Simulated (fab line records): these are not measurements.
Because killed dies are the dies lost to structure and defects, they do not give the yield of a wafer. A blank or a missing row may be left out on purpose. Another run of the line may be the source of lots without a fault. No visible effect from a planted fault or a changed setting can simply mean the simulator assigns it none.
Chamber matching	flow nand harc	NHARC_A_M1_CMP_23 on cmp-01: 4 sister chambers
The step polishes, t overpolish 20 s, target thk 154.34 nm. 22 wafers are shown with their chamber, then 11 later ones without.

WAFERS WITH THEIR CHAMBER
wafer	chamber	motor current A (A)	time to endpoint s (s)	retaining ring pressure frac
L074.2	1	14.8	31	0.995
L074.4	2	11.8	31	1.002
L074.6	1	14.1	31	1.001
L078.3	0	12.6	24	0.995
L078.5	2	11.7	28	0.996
L078.6	1	14.2	24	0.997
L077.3	3	14.4	31	1.004
L077.5	2	12.2	29	1.005
L077.6	1	14.5	28	1.001
L082.3	3	14.0	33	1.006
L082.4	1	14.4	28	0.996
L082.5	3	14.3	32	1.001
L084.1	3	14.5	30	0.993
L084.2	1	15.1	27	1.000
L084.6	1	13.5	29	0.997
L086.1	3	15.3	29	0.998
L086.2	2	12.0	28	1.001
L086.6	0	12.6	23	1.003
L087.1	1	14.5	28	0.997
L087.4	3	14.3	29	1.001
L087.6	2	12.3	31	1.002
L088.1	0	12.8	29	0.993

SIGNATURES (averages over the wafers above)
reading	chamber 0	chamber 1	chamber 2	chamber 3	scatter within a chamber
motor current A	12.667	14.387	12.000	14.467	0.399
time to endpoint s	25.33	28.25	29.40	30.67	2.09
retaining ring pressure frac	0.99700	0.99800	1.00120	1.00050	0.00367
Rule: for a wafer and a chamber, the distance is found by dividing, reading by reading, the gap between the wafer's reading and the chamber's mean by the reading's scatter, squaring, summing and taking the root. The wafer belongs to the nearest chamber; if the next one is less than 2 further off, it can't be placed. The scatter is the square root of a quotient: the sum, over the shown wafers, of each reading's squared deviation from its chamber's mean, divided by wafers minus chambers.

WAFERS MISSING THEIR CHAMBER
wafer	motor current A (A)	time to endpoint s (s)	retaining ring pressure frac
L088.3	14.6	29	1.008
L088.5	13.0	29	0.995
L094.2	14.0	33	1.003
L094.3	12.4	29	1.001
L094.5	13.7	33	1.003
L093.2	12.4	25	1.001
L093.4	12.0	32	1.004
L093.5	14.0	30	0.998
L097.1	15.1	30	0.997
L097.5	14.9	30	1.004
L097.6	11.9	28	0.994

WHICH CHAMBER EACH WENT THROUGH
wafer	from the rows above	in truth
L088.3	can't be placed: 3 or 1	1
L088.5	can't be placed: 0 or 2 or 1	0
L094.2	can't be placed: 3 or 1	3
L094.3	can't be placed: 2 or 0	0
L094.5	can't be placed: 3 or 1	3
L093.2	can't be placed: 0 or 2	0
L093.4	2	2
L093.5	can't be placed: 1 or 3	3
L097.1	can't be placed: 3 or 1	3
L097.5	can't be placed: 3 or 1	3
L097.6	can't be placed: 2 or 0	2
Correct placement for 1 of the 11. Can't be placed from these rows: 10 (the true chamber is among the candidates in 10). 0 placed wrongly.
